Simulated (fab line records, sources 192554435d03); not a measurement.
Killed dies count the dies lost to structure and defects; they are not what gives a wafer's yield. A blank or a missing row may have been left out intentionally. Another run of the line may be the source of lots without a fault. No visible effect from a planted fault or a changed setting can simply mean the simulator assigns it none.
A lot that was struck, set against a sound lot :: flow n5Finfet :: 41 steps out of a route of 1938
Sound: these wafers, L913.1, L913.2, L913.4. Struck: wafer L911.5 (left out: L911.1, a lot-mate that was not struck); the cause follows at the end.
For every step that has rows: the tool of each side, followed by ch and its chambers, followed by its first start. Under that, the readings that differ: sound wafers :: struck wafers :: difference of the means :: sigmas: that difference in standard deviations of wafers without a fault.
alike: same words and numbers on both sides, and readings whose means sit less than 2 such deviations apart. not compared: any withheld reading, any reading some wafer has no value for, any bound like >300 that may hide the same value, and any number with overlapping values for which the record gives no deviation.
Wherever a step has rows on one side only, a row that says differs or no value, or a row with sigmas, the two part there. Numbers that have no deviation but don't overlap get no sigmas and don't part them. A reading that every wafer of one side lacks parts them only if that side has two wafers or more.

first, 9 steps without rows for these wafers: N5_BEOL_M4_ANNEAL_95 (time 240 s); N5_BEOL_M4_SPUTTER_96 (material Cu, target thk 4.5 nm, time 8.29 s); N5_BEOL_M4_ECD_50 (material Cu, target thk 300 nm); N5_BEOL_M4_ANNEAL_51 (time 90 s); N5_BEOL_M4_CMP_52 (polishes, stops on SiOC, t overpolish 6.8 s, target thk 40 nm); N5_BEOL_M4_PRE_CLEAN_60 (time 15 s); N5_BEOL_M4_CO_CAP_55 (material Co, precursor CCTBA/H2, target thk 2 nm, time 102.1 s); N5_BEOL_M4_PRE_CLEAN_56 (time 15 s); N5_BEOL_M4_DEP_57 (deposits SiCN from 3MS/NH3, target thk 8 nm, time 14 s).
N5_BEOL_M4_RC_MEAS_101:
  sound on prober-01 ch 0, day 11 04:12; struck on prober-02 ch 0, day 10 20:58
  alike: DIBL_N, DIBL_P, IOFF_N, IOFF_P, ION_N, ION_P, SS_N, SS_P, VT_N, VT_P
then, 24 steps without rows for these wafers: N5_BEOL_M5_ILD_DEP_00 (deposits SiCOH lowk from DEMS/porogen, target thk 140.64 nm, time 25.9 s); N5_BEOL_M5_CURE_79 (cures SiCOH lowk, time 240 s); N5_BEOL_M5_PECVD_70 (deposits SiO2 from TEOS/O2, target thk 16 nm, time 18 s); N5_BEOL_M5_HM_DEP_02 (deposits TiN, target thk 20 nm); N5_BEOL_M5_COAT_59 (time 60 s, resist thk 60 nm); N5_BEOL_M5_COAT_60 (time 60 s, resist thk 12 nm); N5_BEOL_M5_COAT_71 (time 60 s, resist thk 5 nm); N5_BEOL_M5_COAT_05 (resist thk 30 nm); N5_BEOL_M5_EBR_07; N5_BEOL_M5_SOFTBAKE_06 (time 60 s); N5_BEOL_M5_EXPOSE_08 (exposes mask M5, target cd 28 nm); N5_BEOL_M5_PEB_09 (peb time 60 s); N5_BEOL_M5_DEVELOP_10 (develop time 30 s); N5_BEOL_M5_DESCUM_16 (chemistry O2, time 7 s); N5_BEOL_M5_ETCH_72 (etches underlayer in N2/H2, target depth 6.5 nm, time 5.2 s); N5_BEOL_M5_ETCH_61 (etches SiARC in CF4, target depth 15.6 nm, time 26 s); N5_BEOL_M5_ETCH_62 (etches SOC in N2/H2, target depth 75 nm, overetch 15 nm, time 112.5 s); N5_BEOL_M5_STRIP_63 (strips in N2/H2); N5_BEOL_M5_STRIP_73 (strips in N2/H2); N5_BEOL_M5_STRIP_64 (strips in CF4); N5_BEOL_M5_HM_OPEN_17 (chemistry Cl2/BCl3, target TiN, target depth 20 nm, overetch 6 nm); N5_BEOL_M5_STRIP_19 (strips in O2); N5_BEOL_M5_COAT_65 (time 60 s, resist thk 60 nm); N5_BEOL_M5_COAT_66 (time 60 s, resist thk 12 nm).
-- a jump in the record: the struck wafers' starts before and after are 2 days apart (it breaks off in module BEOL_M5 and resumes in module BEOL_M11, where the first step shown is number 1540 of the route) --
N5_BEOL_M11_HM_DEP_02: deposits TiN, target thk 20 nm.
  sound on pvdSputter-03, day 13 11:23; struck on pvdSputter-01, day 13 03:35
reading: model.TiN_of_BEOL_M11_HM_DEP_02.thkNm (nm)
sound: 19.8 19.8 19.6
struck: 36
difference: +16
sigmas: 
  alike: throttleValvePct
N5_BEOL_M11_HM_OPEN_17: chemistry Cl2/BCl3, target TiN, target depth 20 nm, overetch 6 nm.
  sound on rieMetal-01 ch 0,1, day 13 12:15; struck on rieMetal-03 ch 1, day 13 04:19
reading: oesProductAu (a.u.)
sound: 0.67 0.58 0.58
struck: 0.90
difference: +0.29
sigmas: +4

reading: throttleValvePct (%)
sound: 22.29 22.19 22.21
struck: 21.79
difference: -0.44
sigmas: -2

reading: model.etch.depthNm (nm)
sound: 19.72 19.85 19.68
struck: 26.89
difference: +7.14
sigmas: 
  alike: biasW, drypumpMotorCurrentA, mfcCl2Sccm
  not compared: rfHoursCounterH
N5_BEOL_M11_VIA_ETCH_34: etches SiCOH lowk in C4F6/O2, target depth 184.5 nm, time 69.2 s.
  sound on rieDiel-05 ch 0,3, day 13 14:01; struck on rieDiel-02 ch 1, day 13 06:38
reading: oesProductAu (a.u.)
sound: 0.94 0.71 0.72
struck: 0.31
difference: -0.48
sigmas: -5

reading: throttleValvePct (%)
sound: 21.00 21.14 21.14
struck: 20.45
difference: -0.64
sigmas: -3
  alike: biasW, drypumpMotorCurrentA, oes_f_703_au, rfVppV, showerheadPlenumPTorr
  not compared: rfHoursCounterH
N5_BEOL_M11_TRENCH_ETCH_37: etches SiCOH lowk in C4F6/O2, target depth 148.83 nm, time 48 s.
  sound: rieDiel-05 ch 0,3; struck: rieDiel-02 ch 1
reading: throttleValvePct (%)
sound: 21.02 21.17 21.18
struck: 20.65
difference: -0.47
sigmas: -2

reading: model.TiN_of_BEOL_M11_HM_DEP_02.thkNm (nm)
sound: 15.6 15.8 15.6
struck: 31.8
difference: +16.1
sigmas: 
  alike: biasW, drypumpMotorCurrentA, oes_f_703_au, oesProductAu, rfVppV, showerheadPlenumPTorr
  not compared: rfHoursCounterH
N5_BEOL_M11_OCD_MEAS_38:
  sound on ocd-01, day 13 14:18; struck on ocd-02, day 13 06:56
  not compared: trenchDepthNm
N5_BEOL_M11_CD_MEAS_35: target cd 70 nm.
  sound on cdSem-03, day 13 14:28; struck on cdSem-03, day 13 07:05
  not compared: cdNm
N5_PASSIVATION_PROBE_49:
  record: rows for the struck wafers here (prober-02, day 15 00:29), none for the sound ones

== WHERE THEY PART ==
Last at N5_PASSIVATION_PROBE_49 as far as this record goes, first at N5_BEOL_M11_HM_OPEN_17.

WHY: what the simulator had put in
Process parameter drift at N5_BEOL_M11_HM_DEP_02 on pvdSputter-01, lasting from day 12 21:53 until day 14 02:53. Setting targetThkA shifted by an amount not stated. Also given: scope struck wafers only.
